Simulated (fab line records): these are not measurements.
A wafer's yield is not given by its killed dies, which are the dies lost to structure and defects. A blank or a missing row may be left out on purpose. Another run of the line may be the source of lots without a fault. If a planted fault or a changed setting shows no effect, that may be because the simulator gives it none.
fab line records -- flow n5_finfet
record: lots: 10, wafers: 29, last_day: 20
route steps=1938 shown GATE_CUT@510 MOL_CONTACT_COAG@538 BEOL_M4@1111 PASSIVATION@1936
lots that met no fault: taken from a fault-free run of the same line
start_h: start of the lot's first displayed wafer, in hours after the record's first day -- wait_h: hours since the lot's step before -- " repeats the value in the row above -- L1.1+2: a single row standing in for several wafers -- - no value, or no start given -- * or withheld: withheld -- < > ~ a bound
route shown NAME@n: NAME is a module with steps in the file, n the number in the route of the first one -- usual: mean and standard deviation over wafers with no fault -- same: alike in all rows -- chamber/n: place in a boat -- sites: per-site readings -- _std_site: the standard deviation of these -- _edge_site: mean of outer sites minus mean of inner sites -- radius_mm: how far each site lies from the wafer's centre -- mask NAME#n: copy n -- behind: the most recent tool/chamber to have shaped the wafer -- hold: cause of the lot's hold/its duration in hours/its outcome -- device: names the non-switching transistor (n, p or np) -- end of line: the route-end tests of the same wafers -- for a step that has no rows: nothing shown but its recipe -- killed: not the wafer's yield, but the dies lost to structure and defects at the first sort -- map: a wafer's dies, x killed, . not, _ none there
set.NAME: the setting as run; set.NAME@STEP: as run at that earlier step -- model.NAME: the simulator's own value behind a step, which no gauge read
route steps across a sampled set of lots; one table per step, one row per wafer
services: the hour from which a tool's chamber was out of use, counted from the record's first day as start_h (under 0 if before that day), plus the number of hours and why
== steps ==
step: N5_GATE_CUT_ALD_22
recipe: material: SiNx, target_thk_a: 160, temp_c: 400, ald_precursor_family: SiH2I2, ald_co_reactant: N2/H2-plasma, pulse_time_s: 1, ald_cycles: 320, purge_time_s: 2, co_reactant_purge_time_s: 2, pressure_torr: 2
usual: heater_power_w: 864/81, precursor_pulse_height_rel: 1.000/0.017
lot.wafer,tool,chamber,start_h,wait_h,heater_power_w,precursor_pulse_height_rel
L205.3,ald_sin-04,2,90.68,0.0,846,1.007
L205.4,ald_sin-04,1,90.68,0.0,893,0.993
L205.6,ald_sin-04,2,90.68,0.0,845,0.999
L208.1,ald_sin-03,0,112.93,0.0,784,1.030
L208.2,ald_sin-03,2,112.93,0.0,935,0.989
L208.4,ald_sin-03,1,112.93,0.0,894,1.028
L209.4,ald_sin-04,3,114.99,0.4,883,1.004
L209.5,ald_sin-04,3,114.99,0.4,891,1.003
L209.6,ald_sin-04,0,114.99,0.4,941,0.997
L211.2,ald_sin-01,1,125.33,0.0,762,1.022
L211.6,ald_sin-01,2,125.33,0.0,919,0.990
L212.4,ald_sin-03,3,134.46,0.0,972,0.968
L212.5,ald_sin-03,2,134.46,0.0,941,1.004
L212.6,ald_sin-03,3,134.46,0.0,964,0.977
L214.2,ald_sin-03,2,149.20,0.2,947,0.987
L214.3,ald_sin-03,3,149.20,0.2,964,0.996
L214.6,ald_sin-03,2,149.20,0.2,967,1.010
L215.1,ald_sin-03,3,151.78,0.0,935,1.019
L215.4,ald_sin-03,2,151.78,0.0,931,1.007
L215.5,ald_sin-03,0,151.78,0.0,779,1.046
L220.1,ald_sin-04,2,180.38,0.5,834,1.008
L220.4,ald_sin-04,1,180.38,0.5,891,0.986
L220.5,ald_sin-04,1,180.38,0.5,910,0.995
L224.1,ald_sin-03,0,209.39,0.0,751,0.983
L224.4,ald_sin-03,3,209.39,0.0,913,0.987
L224.6,ald_sin-03,3,209.39,0.0,927,1.011
L227.3,ald_sin-01,2,227.54,0.2,902,0.981
L227.4,ald_sin-01,3,227.54,0.2,666,1.001
L227.6,ald_sin-01,2,227.54,0.2,905,0.993
step: N5_GATE_CUT_CMP_61
recipe: stop_on: SiNx, t_overpolish_s: 3, post_cmp_clean: alkaline_brush, down_force_psi: 4, platen_rpm: 27.09, pad_velocity_m_s: 0.539
usual: head_pressure_psi: 4.000/0.0082, motor_current_A: 12.5/1.3, pad_life_wafers: 896/580
same: t_overpolish_s: 3
lot.wafer,tool,chamber,start_h,wait_h,head_pressure_psi,motor_current_A,pad_life_wafers
L205.3,cmp-04,3,92.97,0.4,4.005,9.6,756
L205.4,cmp-04,0,92.97,0.4,3.994,13.3,757
L205.6,cmp-04,0,92.97,0.4,4.007,13.7,-
L208.1,cmp-03,2,115.22,0.4,3.999,14.1,1710
L208.2,cmp-03,3,115.22,0.4,3.994,14.4,1711
L208.4,cmp-03,0,115.22,0.4,3.998,12.1,1712
L209.4,cmp-01,1,117.28,0.4,4.024,13.4,162
L209.5,cmp-01,1,117.28,0.4,4.014,13.5,-
L209.6,cmp-01,2,117.28,0.4,3.997,11.7,-
L211.2,cmp-03,0,127.63,0.4,3.987,11.8,1806
L211.6,cmp-03,0,127.63,0.4,3.997,12.3,-
L212.4,cmp-03,3,136.84,0.2,3.995,14.0,1923
L212.6,cmp-03,0,136.84,0.2,3.993,12.2,-
L212.5,cmp-03,1,136.84,0.2,4.012,11.6,-
L214.2,cmp-01,1,151.52,0.3,4.010,13.3,415
L214.3,cmp-01,3,151.52,0.3,3.997,11.3,417
L214.6,cmp-01,0,151.52,0.3,3.993,13.0,-
L215.1,cmp-03,0,154.14,0.3,3.996,11.7,50
L215.4,cmp-03,1,154.14,0.3,3.999,11.8,51
L215.5,cmp-03,2,154.14,0.3,3.991,13.7,-
L220.4,cmp-01,2,182.71,0.3,3.995,12.4,643
L220.1,cmp-01,3,182.71,0.3,4.003,11.8,644
L220.5,cmp-01,1,182.71,0.3,3.997,13.5,-
L224.4,cmp-03,1,211.72,0.3,4.008,11.0,535
L224.1,cmp-03,2,211.72,0.3,4.005,13.6,536
L224.6,cmp-03,1,211.72,0.3,4.011,11.1,-
L227.3,cmp-03,3,229.93,0.3,3.997,14.2,721
L227.4,cmp-03,0,229.93,0.3,4.004,12.1,722
L227.6,cmp-03,3,229.93,0.3,3.987,14.1,-
step: N5_MOL_CONTACT_COAG_ETCH_110
recipe: chemistry: CF4/O2, target: Si, target_depth_a: 25, time_s: 8, pressure_mtorr: 100, source_w: 200, bias_w: 12, ion_energy_ev: 60, Ar_flow_sccm: 100, cf4_flow_sccm: 100, O2_flow_sccm: 10
usual: drypump_motor_current_A: 5.8/0.56, oes_f_703_au: 0.79/0.095, oes_product_au: 0.79/0.093, rf_vpp_V: 128/3.4, showerhead_plenum_p_Torr: 2.21/0.081, throttle_valve_pct: 10.67/0.25
lot.wafer,tool,chamber,start_h,wait_h,drypump_motor_current_A,oes_f_703_au,oes_product_au,rf_hours_counter_h,rf_vpp_V,showerhead_plenum_p_Torr,throttle_valve_pct
L205.3,rie_diel-03,3,94.00,0.0,6.0,0.71,0.69,221,129,2.10,10.87
L205.4,rie_diel-03,1,94.00,0.0,6.3,0.95,0.94,-,124,2.17,10.65
L205.6,rie_diel-03,3,94.00,0.0,6.0,0.70,0.69,-,129,2.10,10.86
L208.1,rie_diel-03,2,116.15,0.0,5.7,0.68,0.68,239,127,2.11,11.10
L208.2,rie_diel-03,1,116.15,0.0,6.3,0.93,0.92,29,125,2.17,10.68
L208.4,rie_diel-03,0,116.15,0.0,5.0,0.69,0.71,189,135,2.21,10.63
L209.4,rie_diel-03,2,118.36,0.0,5.7,0.67,0.67,240,127,2.11,11.09
L209.5,rie_diel-03,1,118.36,0.0,6.3,0.93,0.91,-,125,2.17,10.67
L209.6,rie_diel-03,0,118.36,0.0,5.0,0.68,0.72,-,135,2.20,10.63
L211.2,rie_diel-03,2,128.58,0.0,5.7,0.67,0.66,243,128,2.11,11.11
L211.6,rie_diel-03,0,128.58,0.0,5.0,0.68,0.71,-,136,2.20,10.63
L212.4,rie_diel-03,3,137.80,0.0,6.0,0.69,0.68,237,129,2.10,10.91
L212.5,rie_diel-03,1,137.80,0.0,6.3,0.92,0.91,-,124,2.17,10.71
L212.6,rie_diel-03,2,137.80,0.0,5.7,0.67,0.66,-,128,2.11,11.11
L214.2,rie_diel-02,3,152.55,0.0,6.8,0.87,0.84,64,126,2.33,10.66
L214.3,rie_diel-02,0,152.55,0.0,5.3,0.87,0.88,29,130,2.36,10.61
L214.6,rie_diel-02,3,152.55,0.0,6.8,0.86,0.84,-,126,2.33,10.67
L215.1,rie_diel-02,1,155.01,0.0,5.6,0.89,0.90,19,127,2.18,10.27
L215.4,rie_diel-02,0,155.01,0.0,5.4,0.85,0.86,30,129,2.36,10.62
L215.5,rie_diel-02,1,155.01,0.0,5.6,0.90,0.91,-,126,2.18,10.26
L220.1,rie_diel-05,1,183.62,0.0,5.1,0.73,0.72,211,125,2.19,10.74
L220.4,rie_diel-05,2,183.62,0.0,5.8,0.83,0.84,71,128,2.24,10.33
L220.5,rie_diel-05,3,183.62,0.0,5.3,0.74,0.73,-,124,2.21,10.65
L224.1,rie_diel-05,1,212.75,0.0,5.1,0.72,0.71,224,126,2.19,10.79
L224.4,rie_diel-05,3,212.75,0.0,5.3,0.73,0.72,-,124,2.21,10.69
L224.6,rie_diel-05,1,212.75,0.0,5.1,0.72,0.70,-,126,2.19,10.77
L227.3,rie_diel-03,2,230.95,0.0,5.7,0.93,0.93,25,130,2.36,10.48
L227.4,rie_diel-03,3,230.95,0.0,6.0,1.01,1.01,4,131,2.35,10.23
L227.6,rie_diel-03,2,230.95,0.0,5.7,0.93,0.93,-,130,2.36,10.47
step: N5_MOL_CONTACT_COAG_IMPLANT_129
recipe: species: Ge, energy_kev: 3, dose_cm2: 6e+14, tilt_deg: 0, rotation_deg: 0
usual: beam_on_s: 46.0/1.4, dose_ions_cm2: 5.999e+14/6.9e+11, tilt_deg: -0.005/0.02
lot.wafer,tool,chamber,start_h,wait_h,beam_on_s,dose_ions_cm2,tilt_deg
L205.3,implanter-01,0,94.22,0.1,45.6,5.987e+14,-0.030
L205.4,implanter-01,0,94.22,0.1,45.0,5.997e+14,-0.014
L205.6,implanter-01,0,94.22,0.1,44.5,5.992e+14,-0.005
L208.1,implanter-01,0,116.34,0.1,44.6,6e+14,0.029
L208.2,implanter-01,0,116.34,0.1,46.0,5.997e+14,0.039
L208.4,implanter-01,0,116.34,0.1,44.6,6.007e+14,0.026
L209.4,implanter-01,0,118.60,0.1,43.2,6.011e+14,0.018
L209.5,implanter-01,0,118.60,0.1,44.4,6.011e+14,0.038
L209.6,implanter-01,0,118.60,0.1,46.5,5.991e+14,0.024
L211.2,implanter-02,0,128.76,0.1,45.9,5.993e+14,-0.009
L211.6,implanter-02,0,128.76,0.1,47.9,6.001e+14,-0.008
L212.4,implanter-01,0,138.05,0.1,44.9,5.996e+14,-0.009
L212.5,implanter-01,0,138.05,0.1,46.6,5.994e+14,-0.018
L212.6,implanter-01,0,138.05,0.1,45.5,5.991e+14,-0.013
L214.2,implanter-01,0,152.74,0.1,68.6,9.626e+14,-0.024
L214.3,implanter-01,0,152.74,0.1,70.8,9.632e+14,-0.031
L214.6,implanter-01,0,152.74,0.1,73.2,9.638e+14,0.004
L215.1,implanter-01,0,155.16,0.0,75.6,9.636e+14,-0.031
L215.4,implanter-01,0,155.16,0.0,72.7,9.638e+14,0.000
L215.5,implanter-01,0,155.16,0.0,73.4,9.629e+14,-0.043
L220.1,implanter-02,0,183.78,0.0,48.2,6.002e+14,-0.005
L220.4,implanter-02,0,183.78,0.0,46.6,5.987e+14,-0.001
L220.5,implanter-02,0,183.78,0.0,47.0,5.991e+14,-0.024
L224.1,implanter-02,0,212.90,0.0,47.2,6.008e+14,-0.010
L224.4,implanter-02,0,212.90,0.0,46.4,6.003e+14,0.002
L224.6,implanter-02,0,212.90,0.0,45.8,6.003e+14,-0.033
L227.3,implanter-02,0,231.16,0.1,45.9,6.001e+14,-0.045
L227.4,implanter-02,0,231.16,0.1,46.5,6.003e+14,-0.042
L227.6,implanter-02,0,231.16,0.1,49.2,6.003e+14,0.012
step: N5_BEOL_M4_RC_MEAS_101
usual: DIBL_N: 37.0/1.6, DIBL_P: 37.0/2.1, IOFF_N: 0.17/0.032, IOFF_P: 0.22/0.043, ION_N: 679/13, ION_P: 465/9.5, SS_N: 71.7/0.59, SS_P: 73.6/0.64, VT_N: 249/3.2, VT_P: -249/4.1
lot.wafer,tool,chamber,start_h,wait_h,DIBL_N[mV/V],DIBL_P[mV/V],IOFF_N[nA/um],IOFF_P[nA/um],ION_N[uA/um],ION_P[uA/um],SS_N[mV/dec],SS_P[mV/dec],VT_N[mV],VT_P[mV]
L205.3,prober-01,0,229.90,0.3,36.1,36.0,0.16,0.21,678,468,71.3,73.6,247,-248
L205.4,prober-01,0,229.90,0.3,37.5,37.2,0.19,0.23,689,465,71.9,73.3,245,-249
L205.6,prober-01,0,229.90,0.3,37.3,38.1,0.18,0.24,684,471,71.9,73.5,245,-250
L208.1,prober-02,0,237.69,0.0,39.1,40.2,0.24,0.30,680,467,72.0,74.4,245,-247
L208.2,prober-02,0,237.69,0.0,34.8,35.0,0.13,0.19,659,463,71.8,73.2,254,-249
L208.4,prober-02,0,237.69,0.0,36.4,37.1,0.18,0.23,685,468,72.3,73.3,250,-248
L209.4,prober-01,0,259.11,0.5,38.3,38.2,0.19,0.23,691,469,72.0,73.2,246,-249
L209.5,prober-01,0,259.11,0.5,39.5,38.6,0.22,0.24,683,465,72.1,74.2,241,-248
L209.6,prober-01,0,259.11,0.5,38.3,38.5,0.20,0.22,685,467,71.9,73.5,245,-250
L211.2,prober-01,0,277.87,0.2,39.5,38.6,0.20,0.24,681,461,72.1,72.5,247,-249
L211.6,prober-01,0,277.87,0.2,38.1,37.6,0.16,0.23,688,471,71.3,73.8,249,-249
L214.2,prober-01,0,289.23,0.2,37.5,38.7,0.18,0.22,673,464,71.7,74.2,248,-253
L214.3,prober-01,0,289.23,0.2,36.7,37.8,0.17,0.20,681,461,71.0,73.7,248,-253
L214.6,prober-01,0,289.23,0.2,35.6,38.1,0.15,0.19,673,457,71.5,73.7,250,-255
L212.4,prober-01,0,295.91,0.5,38.4,38.6,0.20,0.24,692,471,71.3,73.9,246,-247
L212.5,prober-01,0,295.91,0.5,38.3,39.0,0.21,0.25,705,473,71.4,74.3,243,-247
L212.6,prober-01,0,295.91,0.5,37.5,37.0,0.18,0.22,677,462,71.6,73.4,249,-248
L215.1,prober-01,0,319.78,0.0,34.2,35.3,0.12,0.20,660,456,70.2,74.0,254,-250
L215.4,prober-01,0,319.78,0.0,38.7,39.0,0.20,0.26,683,473,72.5,74.5,249,-246
L215.5,prober-01,0,319.78,0.0,36.4,38.1,0.16,0.24,675,469,71.5,74.5,248,-248
L220.1,prober-02,0,338.13,0.0,37.9,38.6,0.20,0.27,695,476,72.2,74.1,247,-247
L220.4,prober-02,0,338.13,0.0,38.6,38.9,0.21,0.26,681,465,72.8,74.4,247,-245
L220.5,prober-02,0,338.13,0.0,36.5,36.7,0.17,0.23,671,468,71.5,72.8,247,-250
L224.1,prober-01,0,367.91,0.0,36.6,36.5,0.17,0.20,679,456,71.8,73.6,247,-254
L224.4,prober-01,0,367.91,0.0,34.4,34.2,0.13,0.17,667,457,70.5,72.9,251,-253
L224.6,prober-01,0,367.91,0.0,34.6,34.8,0.14,0.18,679,464,70.6,73.1,251,-252
L227.3,prober-01,0,377.48,0.3,35.9,33.4,0.13,0.17,649,447,71.5,72.9,253,-255
L227.4,prober-01,0,377.48,0.3,35.7,34.1,0.14,0.18,667,449,71.5,73.3,248,-253
L227.6,prober-01,0,377.48,0.3,36.5,36.1,0.16,0.22,661,460,72.2,73.4,249,-251
step: N5_PASSIVATION_PROBE_49
usual: defect_limited_yield: 91.2/1.6, killed_at_M0_to_M3: 33/11, killed_at_M4_up: 14/5, killed_at_contacts: 12/5.8, killed_at_front_end: 41/12, killed_at_other: 3.5/2.9, killed_dies: 104/19, killed_open: 68/14, killed_short: 34/8.8, sort_bin_5_function: 5.2/1.1, sort_bin_6_memory: 3.2/0.71, sort_bin_8_speed: 0.00/0.0071, sort_n_pass: 1076/19, sort_yield_pct: 91.2/1.6
same: gross_dies: 1180, killed_at_back_side: 0, sort_bin_4_leakage[%]: 0
lot.wafer,tool,chamber,start_h,wait_h,defect_limited_yield[%],killed_at_M0_to_M3,killed_at_M4_up,killed_at_contacts,killed_at_front_end,killed_at_other,killed_dies,killed_open,killed_short,sort_bin_5_function[%],sort_bin_6_memory[%],sort_bin_8_speed[%],sort_n_pass,sort_yield_pct[%]
L208.1,prober-02,-,350.63,0.0,91.7,23,11,7,57,0,98,58,38,5.2,2.5,0,1082,91.7
L208.2,prober-02,-,350.68,0.1,90.9,35,9,10,52,1,107,59,45,5.5,3.2,0,1073,90.9
L208.4,prober-02,-,350.78,0.2,89.7,37,29,16,40,0,122,75,37,5.6,3.8,0,1058,89.7
L209.4,prober-02,-,370.76,0.2,90.3,26,14,15,57,3,115,79,36,5.7,3.7,0,1065,90.3
L209.5,prober-02,-,370.81,0.2,91.1,18,20,14,49,4,105,76,27,5.7,2.7,0,1075,91.1
L209.6,prober-02,-,370.86,0.3,88.9,34,16,11,59,11,131,100,31,6.9,3.8,0,1049,88.9
L211.2,prober-02,-,385.76,0.1,91.9,31,11,18,35,1,96,68,28,4.5,3.5,0,1084,91.9
L211.6,prober-02,-,385.96,0.3,92.7,20,8,8,46,4,86,63,22,4.2,3.0,0,1094,92.7
L212.4,prober-02,-,398.01,0.2,90.9,23,10,24,43,7,107,70,37,5.0,3.6,0,1073,90.9
L212.5,prober-02,-,398.06,0.2,89.4,48,15,16,41,5,125,72,49,6.1,4.1,0,1055,89.4
L212.6,prober-02,-,398.11,0.3,89.0,43,7,21,55,4,130,86,44,7.6,3.1,0,1050,89.0
L215.4,prober-01,-,423.15,0.2,92.2,20,19,10,43,0,92,51,37,4.4,3.0,0,1088,92.2
L220.1,prober-01,-,444.24,0.0,92.0,23,21,8,35,7,94,61,33,4.4,3.1,0,1086,92.0
L220.4,prober-01,-,444.39,0.2,93.8,17,10,13,31,2,73,53,19,3.7,2.3,0,1107,93.8
L220.5,prober-01,-,444.44,0.2,91.8,24,18,15,36,4,97,65,32,4.4,3.1,0,1083,91.8
L224.1,prober-01,-,468.90,0.0,90.6,53,9,20,24,5,111,74,37,5.5,3.8,0,1069,90.6
L224.4,prober-01,-,469.05,0.2,92.5,24,8,18,31,8,89,68,20,4.6,2.9,0,1091,92.5
L224.6,prober-01,-,469.15,0.3,90.2,41,12,4,56,3,116,90,26,6.0,3.6,0,1064,90.2
killed by level:class
L208.1 FIN_SAQP:geometric_particle:short=15 FIN_SAQP:geometric_particle:open=11 GATE_CUT:geometric_particle:short=6 BEOL_M2:geometric_particle:open=6 STI_FIN_REVEAL:geometric_particle:open=5 MOL_CONTACT_COAG:geometric_particle:open=5 STARTING-WAFER:geometric_particle:short=5 BEOL_M0_SAQP:geometric_particle:open=4
L208.2 FIN_SAQP:geometric_particle:short=20 FIN_SAQP:geometric_particle:open=11 MOL_CONTACT_COAG:geometric_particle:open=9 BEOL_M0_SAQP:geometric_particle:short=8 BEOL_M0:geometric_particle:open=6 BEOL_M0_SAQP:geometric_particle:open=6 STI_FIN_REVEAL:geometric_particle:open=4 BEOL_M3:geometric_particle:open=4
L208.4 BEOL_M4:geometric_particle:open=17 MOL_CONTACT_COAG:geometric_particle:open=11 BEOL_M2:geometric_particle:open=11 FIN_SAQP:geometric_particle:short=8 HKMG_FIN:area_etch=7 BEOL_M1:geometric_particle:open=6 BEOL_M3:geometric_particle:open=6 DUMMY_GATE:geometric_particle:open=5
L209.4 STI_FIN_REVEAL:geometric_particle:open=17 FIN_SAQP:geometric_particle:open=13 BEOL_M4:geometric_particle:open=11 MOL_CONTACT_COAG:geometric_particle:open=10 BEOL_M3:geometric_particle:open=8 GATE_CUT:geometric_particle:short=6 MOL_CONTACT_COAG:geometric_particle:short=5 BEOL_M0_SAQP:geometric_particle:open=5
L209.5 STI_FIN_REVEAL:geometric_particle:open=20 MOL_CONTACT_COAG:geometric_particle:open=10 BEOL_M0_SAQP:geometric_particle:open=7 BEOL_M4:geometric_particle:open=7 DUMMY_GATE:geometric_particle:open=6 ILD0:geometric_particle:short=5 GATE_CUT:geometric_particle:open=5 BEOL_M4:geometric_particle:short=5
L209.6 FIN_SAQP:geometric_particle:open=21 STI_FIN_REVEAL:geometric_particle:open=19 BEOL_M2:geometric_particle:open=11 BEOL_M4:geometric_particle:open=9 MOL_CONTACT_COAG:geometric_particle:open=7 BEOL_M3:geometric_particle:open=7 BEOL_M1:geometric_particle:short=5 MIM_BOT:geometric_particle:short=5
L211.2 MOL_CONTACT_COAG:geometric_particle:open=13 BEOL_M3:geometric_particle:open=9 FIN_SAQP:geometric_particle:open=6 BEOL_M1:geometric_particle:open=6 STI_FIN_REVEAL:geometric_particle:open=5 DUMMY_GATE:geometric_particle:open=5 MOL_CONTACT_COAG:geometric_particle:short=5 BEOL_M0:geometric_particle:open=5
L211.6 FIN_SAQP:geometric_particle:open=17 GATE_CUT:geometric_particle:short=9 MOL_CONTACT_COAG:geometric_particle:open=7 STI_FIN_REVEAL:geometric_particle:open=6 BEOL_M0_SAQP:geometric_particle:short=5 BEOL_M2:geometric_particle:open=5 ILD0:geometric_particle:open=4 BEOL_M4:geometric_particle:open=4
L212.4 MOL_CONTACT_COAG:geometric_particle:open=18 FIN_SAQP:geometric_particle:short=9 FIN_SAQP:geometric_particle:open=8 STI_FIN_REVEAL:geometric_particle:open=7 MOL_CONTACT_COAG:geometric_particle:short=6 BEOL_M3:geometric_particle:open=6 BEOL_M4:geometric_particle:open=5 BEOL_M0_SAQP:geometric_particle:open=4
L212.5 BEOL_M3:geometric_particle:open=13 MOL_CONTACT_COAG:geometric_particle:open=12 BEOL_M0_SAQP:geometric_particle:short=11 BEOL_M0_SAQP:geometric_particle:open=11 STI_FIN_REVEAL:geometric_particle:open=8 ILD0:geometric_particle:short=6 GATE_CUT:geometric_particle:short=6 BEOL_M3:geometric_particle:short=6
L212.6 MOL_CONTACT_COAG:geometric_particle:open=18 STI_FIN_REVEAL:geometric_particle:open=17 BEOL_M0_SAQP:geometric_particle:short=10 FIN_SAQP:geometric_particle:short=9 BEOL_M1:geometric_particle:open=9 BEOL_M0_SAQP:geometric_particle:open=8 BEOL_M3:geometric_particle:open=7 ILD0:geometric_particle:short=6
L215.4 FIN_SAQP:geometric_particle:short=13 FIN_SAQP:geometric_particle:open=12 MOL_CONTACT_COAG:geometric_particle:open=7 BEOL_M4:geometric_particle:open=7 BEOL_M0_SAQP:geometric_particle:open=4 STI_FIN_REVEAL:geometric_particle:open=3 DUMMY_GATE:geometric_particle:short=3 DUMMY_GATE:geometric_particle:open=3
L220.1 STI_FIN_REVEAL:geometric_particle:open=7 MOL_CONTACT_COAG:geometric_particle:open=7 BEOL_M4:geometric_particle:open=7 FIN_SAQP:geometric_particle:open=6 BEOL_M0_SAQP:geometric_particle:open=6 FIN_SAQP:geometric_particle:short=5 GATE_CUT:geometric_particle:short=5 BEOL_M3:geometric_particle:open=5
L220.4 STI_FIN_REVEAL:geometric_particle:open=12 MOL_CONTACT_COAG:geometric_particle:open=11 BEOL_M3:geometric_particle:open=4 BEOL_M3:geometric_particle:short=4 FIN_SAQP:geometric_particle:short=3 BEOL_M5:geometric_particle:open=3 BEOL_M1:geometric_particle:open=3 BEOL_M4:geometric_particle:open=3
L220.5 MOL_CONTACT_COAG:geometric_particle:open=13 BEOL_M3:geometric_particle:open=11 FIN_SAQP:geometric_particle:open=9 FIN_SAQP:geometric_particle:short=7 STI_FIN_REVEAL:geometric_particle:open=5 BEOL_M5:geometric_particle:open=5 BEOL_M1:geometric_particle:open=4 GATE_CUT:geometric_particle:short=4
L224.1 BEOL_M0_SAQP:geometric_particle:open=19 BEOL_M0_SAQP:geometric_particle:short=16 MOL_CONTACT_COAG:geometric_particle:open=15 BEOL_M2:geometric_particle:open=7 BEOL_M4:geometric_particle:open=6 DUMMY_GATE:geometric_particle:open=5 MOL_CONTACT_COAG:geometric_particle:short=5 BEOL_M3:geometric_particle:open=4
L224.4 STI_FIN_REVEAL:geometric_particle:open=15 MOL_CONTACT_COAG:geometric_particle:open=15 BEOL_M1:geometric_particle:open=12 BEOL_M2:geometric_particle:open=5 FIN_SAQP:geometric_particle:short=3 DUMMY_GATE:geometric_particle:open=3 MOL_CONTACT_COAG:geometric_particle:short=3 BEOL_M4:geometric_particle:open=3
L224.6 STI_FIN_REVEAL:geometric_particle:open=35 BEOL_M0_SAQP:geometric_particle:open=11 BEOL_M0_SAQP:geometric_particle:short=10 BEOL_M1:geometric_particle:open=7 FIN_SAQP:geometric_particle:open=5 BEOL_M2:geometric_particle:open=5 FIN_SAQP:geometric_particle:short=4 BEOL_M0:geometric_particle:open=4
== services ==
tool,chamber,start_h,hours,kind
ald_sin-01,2,75.57,3.4,repair
ald_sin-04,3,85.16,20.9,repair
ald_sin-01,-,87.87,14.0,pm
cmp-01,-,92.26,4.0,pm
rie_diel-03,2,92.46,1.3,repair
cmp-03,-,107.57,1.3,repair
ald_sin-03,-,114.39,6.1,pm
cmp-03,-,115.41,0.8,repair
implanter-01,-,122.28,4.1,pm
cmp-01,-,128.48,2.6,repair
implanter-02,-,137.66,25.5,pm
cmp-01,-,143.25,1.3,repair
cmp-03,-,144.65,4.0,pm
rie_diel-03,-,145.13,5.1,repair
rie_diel-05,-,153.20,0.2,repair
cmp-01,-,160.65,5.3,pm
implanter-02,-,163.19,2.2,pm
ald_sin-04,-,165.04,6.0,pm
rie_diel-02,1,172.00,5.8,repair
rie_diel-03,3,172.89,20.0,repair
ald_sin-03,-,178.21,14.0,pm
cmp-01,-,204.02,2.7,repair
implanter-02,-,204.52,1.7,repair
ald_sin-03,-,205.16,0.8,repair
== key ==
first_sign: step: N5_MOL_CONTACT_COAG_IMPLANT_129, reading: dose_ions_cm2, direction: up, sigmas: 99+, usual: 5.999e+14, struck: 9.633e+14
effect: step: N5_MOL_CONTACT_COAG_IMPLANT_129, reading: beam_on_s, direction: up, sigmas: 18, usual: 46.0, struck: 72.4
met_at N5_MOL_CONTACT_COAG_IMPLANT_129
struck_lots L214,L215
not_acting_at N5_GATE_CUT_ALD_22,N5_GATE_CUT_CMP_61,N5_MOL_CONTACT_COAG_ETCH_110
onset_between 138.05 152.74
fault: kind: process_parameter_drift, tool: implanter-01, chamber: -, onset_h: 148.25, steps: N5_MOL_CONTACT_COAG_IMPLANT_129, channel: dose_cm2, offset: 3.6369e+14, shape: step, end_h: 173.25, acts_in: these_recipes_only, stated: 6e+14
